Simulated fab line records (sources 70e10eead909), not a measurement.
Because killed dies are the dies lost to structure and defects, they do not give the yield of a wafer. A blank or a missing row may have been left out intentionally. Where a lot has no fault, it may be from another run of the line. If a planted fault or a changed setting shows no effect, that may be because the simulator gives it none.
Which tool is to blame? :: flow nand-harc :: 13 lots with 39 wafers sampled at 5 steps, on a route of 1159 steps

== WHAT EACH GAUGE READ, for each wafer ==
NHARC_P_START_INSPECT_01. Usual: raw-defect-count 3.5, standard deviation 2.1.
lot: L710
measured: day 1 12:03
on: defect-inspect-01
raw-defect-count: 5 5 6
flag: 

lot: L711
measured: day 1 18:02
on: defect-inspect-01
raw-defect-count: 4 4 4
flag: 

lot: L712
measured: day 2 00:02
on: defect-inspect-01
raw-defect-count: 0 6 2
flag: 

lot: L713
measured: day 2 06:02
on: defect-inspect-01
raw-defect-count: 4 4 4
flag: 

lot: L714
measured: day 2 12:02
on: defect-inspect-02
raw-defect-count: 3 2 0
flag: 

lot: L718
measured: day 3 12:02
on: defect-inspect-02
raw-defect-count: 4 3 3
flag: 

lot: L719
measured: day 3 18:02
on: defect-inspect-01
raw-defect-count: 3 3 2
flag: 

lot: L725
measured: day 5 06:02
on: defect-inspect-01
raw-defect-count: 6 3 2
flag: 

lot: L729
measured: day 6 06:02
on: defect-inspect-02
raw-defect-count: 6 3 8
flag: 

lot: L730
measured: day 6 12:02
on: defect-inspect-02
raw-defect-count: 4 2 2
flag: 

lot: L731
measured: day 6 18:02
on: defect-inspect-01
raw-defect-count: 4 4 0
flag: 

lot: L732
measured: day 7 00:02
on: defect-inspect-01
raw-defect-count: 1 8 3
flag: 

lot: L733
measured: day 7 06:02
on: defect-inspect-01
raw-defect-count: 2 2 3
flag: 

NHARC_P_ZERO_WELL_CD_MEAS_11 targets a cd of 500 nm. Usual: cd-nm 500.2 nm, standard deviation 1.4.
lot: L710
measured: day 1 13:07
on: cd-sem-03
cd-nm (nm): 500.1 500.2 501.6
flag: 

lot: L711
measured: day 1 19:07
on: cd-sem-03
cd-nm (nm): 501.1 499.5 501.2
flag: 

lot: L712
measured: day 2 01:14
on: cd-sem-01
cd-nm (nm): 500.6 500.5 500.8
flag: 

lot: L713
measured: day 2 07:14
on: cd-sem-01
cd-nm (nm): 500.9 502.2 501.8
flag: 

lot: L714
measured: day 2 13:16
on: cd-sem-01
cd-nm (nm): 501.3 502.7 500.4
flag: 

lot: L718
measured: day 3 13:18
on: cd-sem-03
cd-nm (nm): 500.3 500.6 499.0
flag: 

lot: L719
measured: day 3 19:24
on: cd-sem-03
cd-nm (nm): 500.3 497.9 499.8
flag: 

lot: L725
measured: day 5 07:15
on: cd-sem-03
cd-nm (nm): 501.5 501.1 502.1
flag: 

lot: L729
measured: day 6 07:14
on: cd-sem-02
cd-nm (nm): 501.1 500.8 502.3
flag: 

lot: L730
measured: day 6 13:25
on: cd-sem-03
cd-nm (nm): 496.9 497.0 499.4
flag: 

lot: L731
measured: day 6 19:14
on: cd-sem-03
cd-nm (nm): 498.7 498.6 498.4
flag: 

lot: L732
measured: day 7 01:14
on: cd-sem-02
cd-nm (nm): 498.2 497.5 497.5
flag: 

lot: L733
measured: day 7 07:14
on: cd-sem-03
cd-nm (nm): 498.8 498.8 500.8
flag: 

NHARC_P_ZERO_WELL_INSPECT_43. Usual: raw-defect-count 14, standard deviation 6.4.
lot: L710
measured: day 1 19:52
on: defect-inspect-02
raw-defect-count: 15 10 17
flag: 

lot: L711
measured: day 2 01:31
on: defect-inspect-02
raw-defect-count: 12 14 11
flag: 

lot: L712
measured: day 2 07:49
on: defect-inspect-01
raw-defect-count: 27 12 13
flag: 

lot: L713
measured: day 2 13:35
on: defect-inspect-01
raw-defect-count: 18 16 9
flag: 

lot: L714
measured: day 2 19:28
on: defect-inspect-01
raw-defect-count: 8 9 13
flag: 

lot: L718
measured: day 3 19:28
on: defect-inspect-01
raw-defect-count: 13 19 21
flag: 

lot: L719
measured: day 4 02:09
on: defect-inspect-02
raw-defect-count: 14 4 6
flag: 

lot: L725
measured: day 5 13:26
on: defect-inspect-01
raw-defect-count: 34 14 19
flag: 

lot: L729
measured: day 6 13:37
on: defect-inspect-01
raw-defect-count: 20 12 18
flag: 

lot: L730
measured: day 6 19:44
on: defect-inspect-02
raw-defect-count: 11 23 12
flag: 

lot: L731
measured: day 7 01:40
on: defect-inspect-02
raw-defect-count: 13 15 30
flag: 

lot: L732
measured: day 7 07:44
on: defect-inspect-01
raw-defect-count: 7 15 4
flag: 

lot: L733
measured: day 7 13:48
on: defect-inspect-02
raw-defect-count: 23 19 19
flag: 

NHARC_END_SORT_01. Usual: killed-at-array 28, standard deviation 10; killed-at-other 0.6, standard deviation 0.85; killed-at-periphery 3.3, standard deviation 2.3; killed-dies 32, standard deviation 11; killed-open 3.3, standard deviation 1.5; killed-short 2.1, standard deviation 1.4.
lot: L718
measured: day 21 03:46
on: prober-01
killed-at-array: 17 26 22
killed-at-other: 0 0 0
killed-at-periphery: 6 2 1
killed-dies: 23 28 23
killed-open: 2 2 2
killed-short: 2 1 4
flag: 

lot: L725
measured: day 23 08:03
on: prober-02
killed-at-array: 36 30 28
killed-at-other: 1 0 0
killed-at-periphery: 4 2 2
killed-dies: 41 32 30
killed-open: 4 2 6
killed-short: 0 1 1
flag: 

lot: L731
measured: day 23 18:14
on: prober-01
killed-at-array: 24 28 22
killed-at-other: 0 2 0
killed-at-periphery: 4 1 3
killed-dies: 28 31 25
killed-open: 2 4 1
killed-short: 1 2 1
flag: 

== WHAT TOOL EACH LOT RAN ON (gives the tool, then ch and the chambers of the sampled wafers, and finally the start) ==
lot: L710
NHARC_P_STI_ETCH_42: rie-diel-11 ch 0,2,3, day 2 16:20

lot: L711
NHARC_P_STI_ETCH_42: rie-diel-11 ch 2,3, day 2 16:11

lot: L712
NHARC_P_STI_ETCH_42: rie-diel-03 ch 0,1,2, day 3 01:29

lot: L713
NHARC_P_STI_ETCH_42: rie-diel-11 ch 0,1,2, day 3 06:56

lot: L714
NHARC_P_STI_ETCH_42: rie-diel-11 ch 0,2,3, day 3 12:50

lot: L718
NHARC_P_STI_ETCH_42: rie-diel-03 ch 1,3, day 4 07:44

lot: L719
NHARC_P_STI_ETCH_42: rie-diel-07 ch 0,3, day 4 22:22

lot: L725
NHARC_P_STI_ETCH_42: rie-diel-07 ch 0,1, day 6 06:41

lot: L729
NHARC_P_STI_ETCH_42: rie-diel-07 ch 0,1,3, day 7 05:21

lot: L730
NHARC_P_STI_ETCH_42: rie-diel-11 ch 0,2,3, day 7 12:38

lot: L731
NHARC_P_STI_ETCH_42: rie-diel-11 ch 0,1,2, day 7 19:06

lot: L732
NHARC_P_STI_ETCH_42: rie-diel-03 ch 0,1,2, day 7 23:30

lot: L733
NHARC_P_STI_ETCH_42: rie-diel-11 ch 0,2, day 8 05:34
- NHARC_P_STI_ETCH_42: etches the open film in N2/H2, target depth 80 nm, overetch 24 nm, time 61 s.

== AS READ BY THE TOOLS THEMSELVES (means over the sampled wafers that have a number; for cases with no such wafer, the mark the record gives instead) ==
NHARC_P_STI_ETCH_42. Usual: drypump-motor-current-A 5.7 A, standard deviation 0.37; oes-product-au 0.999 a.u., standard deviation 0.0085; rf-vpp-V 430.6 V, standard deviation 2.7; showerhead-plenum-p-Torr 2.04 Torr, standard deviation 0.095; throttle-valve-pct 14.173 %, standard deviation 0.0092.
lot: L710
tool: rie-diel-11
drypump-motor-current-A (A): 5.8
oes-product-au (a.u.): 0.999
rf-vpp-V (V): 430.9
showerhead-plenum-p-Torr (Torr): 2.03
throttle-valve-pct (%): 14.178
flag: 

lot: L711
tool: rie-diel-11
drypump-motor-current-A (A): 5.7
oes-product-au (a.u.): 0.997
rf-vpp-V (V): 432.5
showerhead-plenum-p-Torr (Torr): 2.09
throttle-valve-pct (%): 14.174
flag: 

lot: L712
tool: rie-diel-03
drypump-motor-current-A (A): 5.8
oes-product-au (a.u.): 1.003
rf-vpp-V (V): 430.6
showerhead-plenum-p-Torr (Torr): 2.04
throttle-valve-pct (%): 14.175
flag: 

lot: L713
tool: rie-diel-11
drypump-motor-current-A (A): 5.6
oes-product-au (a.u.): 1.010
rf-vpp-V (V): 429.9
showerhead-plenum-p-Torr (Torr): 2.01
throttle-valve-pct (%): 14.178
flag: 

lot: L714
tool: rie-diel-11
drypump-motor-current-A (A): 5.8
oes-product-au (a.u.): 0.997
rf-vpp-V (V): 430.3
showerhead-plenum-p-Torr (Torr): 2.03
throttle-valve-pct (%): 14.185
flag: 

lot: L718
tool: rie-diel-03
drypump-motor-current-A (A): 5.9
oes-product-au (a.u.): 0.994
rf-vpp-V (V): 426.3
showerhead-plenum-p-Torr (Torr): 1.91
throttle-valve-pct (%): 14.178
flag: 

lot: L719
tool: rie-diel-07
drypump-motor-current-A (A): 6.2
oes-product-au (a.u.): 1.001
rf-vpp-V (V): 432.8
showerhead-plenum-p-Torr (Torr): 2.13
throttle-valve-pct (%): 14.180
flag: 

lot: L725
tool: rie-diel-07
drypump-motor-current-A (A): 5.3
oes-product-au (a.u.): 1.003
rf-vpp-V (V): 430.0
showerhead-plenum-p-Torr (Torr): 2.00
throttle-valve-pct (%): 14.153
flag: 

lot: L729
tool: rie-diel-07
drypump-motor-current-A (A): 5.7
oes-product-au (a.u.): 0.955
rf-vpp-V (V): 432.0
showerhead-plenum-p-Torr (Torr): 2.07
throttle-valve-pct (%): 14.173
flag: OFF

lot: L730
tool: rie-diel-11
drypump-motor-current-A (A): 5.8
oes-product-au (a.u.): 1.003
rf-vpp-V (V): 429.7
showerhead-plenum-p-Torr (Torr): 2.03
throttle-valve-pct (%): 14.176
flag: 

lot: L731
tool: rie-diel-11
drypump-motor-current-A (A): 5.6
oes-product-au (a.u.): 0.995
rf-vpp-V (V): 429.6
showerhead-plenum-p-Torr (Torr): 2.01
throttle-valve-pct (%): 14.161
flag: 

lot: L732
tool: rie-diel-03
drypump-motor-current-A (A): 5.8
oes-product-au (a.u.): 0.997
rf-vpp-V (V): 430.1
showerhead-plenum-p-Torr (Torr): 2.04
throttle-valve-pct (%): 14.173
flag: 

lot: L733
tool: rie-diel-11
drypump-motor-current-A (A): 5.7
oes-product-au (a.u.): 0.999
rf-vpp-V (V): 429.4
showerhead-plenum-p-Torr (Torr): 2.00
throttle-valve-pct (%): 14.169
flag: 

== THE ANSWER, worked out from the rows above alone ==
Rule: take the mean of a lot's wafers that have a number; if it is more than 3 standard deviations from the usual mean, the lot is off. Also off: a lot with no number at a reading for which 4 or more lots have one. Where the step has rows for the other lots, those lots are counted as sound. After the gauges, taken in route order, come the tools' own readings; for these a lot's mean is taken, as printed above. At the first step where some lot is off, the reading lying furthest off is the one used; lots without a number count as furthest.
Off: L729, at NHARC_P_STI_ETCH_42 (oes-product-au).
A tool fits if, at that step or a process step before it, it ran every lot that is off, and no sound lot after the first of them. One fits: NHARC_P_STI_ETCH_42 on rie-diel-07. Its last sound lot is L725 (day 6 06:41), its first lot that is off L729 (day 7 05:21): a fault that began between those two fits.
On the lots that are off, the tool's own readings at NHARC_P_STI_ETCH_42 differ by more than 5 times the standard deviation of the sound lots' means, which bears it out; oes-product-au reads 0.955 a.u. there versus 1.000 a.u. on the sound lots.

== WHAT THE SIMULATOR HAD PUT IN ==
rie-diel-07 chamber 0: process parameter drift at NHARC_P_STI_ETCH_42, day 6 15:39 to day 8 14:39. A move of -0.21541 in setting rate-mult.
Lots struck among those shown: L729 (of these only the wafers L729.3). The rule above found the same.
